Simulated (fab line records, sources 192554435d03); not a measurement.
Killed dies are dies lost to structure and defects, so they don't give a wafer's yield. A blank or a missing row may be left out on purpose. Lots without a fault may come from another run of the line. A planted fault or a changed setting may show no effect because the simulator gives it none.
A struck lot beside a sound one | flow n5_finfet | 15 steps out of a route of 1938
Sound: wafers L340.1, L340.2, L340.4. Struck: wafers L327.2, L327.4. The cause comes at the end.
At each step with rows: each side's tool, then ch and its chambers, then its first start. Under that, the readings that differ: sound wafers | struck wafers | difference of the means | sigmas: that difference in standard deviations of wafers without a fault.
alike: readings whose means differ by less than 2 such deviations, and words and numbers that are the same on both sides. not compared: withheld readings, readings that some wafer has no value for, bounds like >300 that may hide the same value, and numbers for which the record gives no deviation and whose values overlap.
The two part at a step that has a row with sigmas, a row that says differs or no value, or rows on one side only. Numbers that don't overlap but have no deviation are shown without sigmas and don't part them. A reading that every wafer of one side lacks parts them only if that side has two wafers or more.

N5_BEOL_M9_CURE_72: cures SiCOH lowk, time 120 s.
  sound on uv_cure-01 ch 0, day 13 14:06; struck on uv_cure-01 ch 2, day 10 16:56
  alike: lamp_power_pct, wafer_temp_C_max
N5_BEOL_M9_DEGAS_44: time 60 s.
  sound on pvd_sputter-03, day 13 14:28; struck on pvd_sputter-01, day 10 17:19
  alike: heater_power_w
then, 2 steps without rows for these wafers: N5_BEOL_M9_PRE_CLEAN_45 (time 30 s); N5_BEOL_M9_ALD_74 (deposits TaN, target thk 2 nm, pulse time 2 s, purge time 3 s).
N5_BEOL_M9_SURFACE_TREAT_79:
  sound on pvd_sputter-01, day 13 16:34; struck on pvd_sputter-01, day 10 17:58
  not compared: throttle_valve_pct
then, 3 steps without rows for these wafers: N5_BEOL_M9_CVD_78 (deposits Co from CCTBA/H2, target thk 2 nm, time 138.9 s); N5_BEOL_M9_SPUTTER_48 (material Cu, target thk 12 nm, time 2 s); N5_BEOL_M9_ECD_50 (material Cu, target thk 318 nm).
N5_BEOL_M9_ANNEAL_51: time 90 s.
  sound on rtp_anneal-01 ch 0, day 13 17:04; struck on rtp_anneal-01 ch 0, day 10 18:29
  alike: wafer_temp_C_max
N5_BEOL_M9_CMP_52: polishes, stops on SiCOH lowk, t overpolish 7 s, target thk 140 nm.
  sound on cmp-02 ch 0,2,3, day 13 17:24; struck on cmp-04 ch 0,3, day 10 18:44
  alike: barrier_field_endpoint_s, clearing_platen_rpm, motor_current_A, overpolish_run_s, slurry_flow_ml_min, time_to_endpoint_s
N5_BEOL_M9_THK_MEAS_53: measures by xrf.
  sound on film_metro-02, day 13 17:40; struck on film_metro-02, day 10 19:02
  alike: M9_THK
then, 1 step without rows for these wafers: N5_BEOL_M9_PRE_CLEAN_55 (time 15 s).
N5_BEOL_M9_DEP_56: deposits SiCN from 3MS/NH3, target thk 15 nm, time 26.5 s.
  sound on pecvd-01 ch 1,2, day 13 17:44; struck on pecvd-02 ch 0,1, day 10 19:05
  reading                                  | sound        | struck    | difference | sigmas
  model.SiCN_of_BEOL_M9_DEP_56.thk_nm (nm) | 15 14.6 14.6 | 16.2 16.4 | +1.6       |
  alike: showerhead_plenum_p_Torr, throttle_valve_pct
N5_BEOL_M9_RS_MEAS_57: measures by four-point-probe.
  sound on film_metro-01, day 13 17:50; struck on film_metro-01, day 10 19:10
  alike: M9_RS
N5_PASSIVATION_PROBE_49:
  the record has rows for the sound wafers here (prober-02, day 15 18:22) and none for the struck ones

WHERE THEY PART
Only at N5_PASSIVATION_PROBE_49, within this record.

WHY: what the simulator had put in
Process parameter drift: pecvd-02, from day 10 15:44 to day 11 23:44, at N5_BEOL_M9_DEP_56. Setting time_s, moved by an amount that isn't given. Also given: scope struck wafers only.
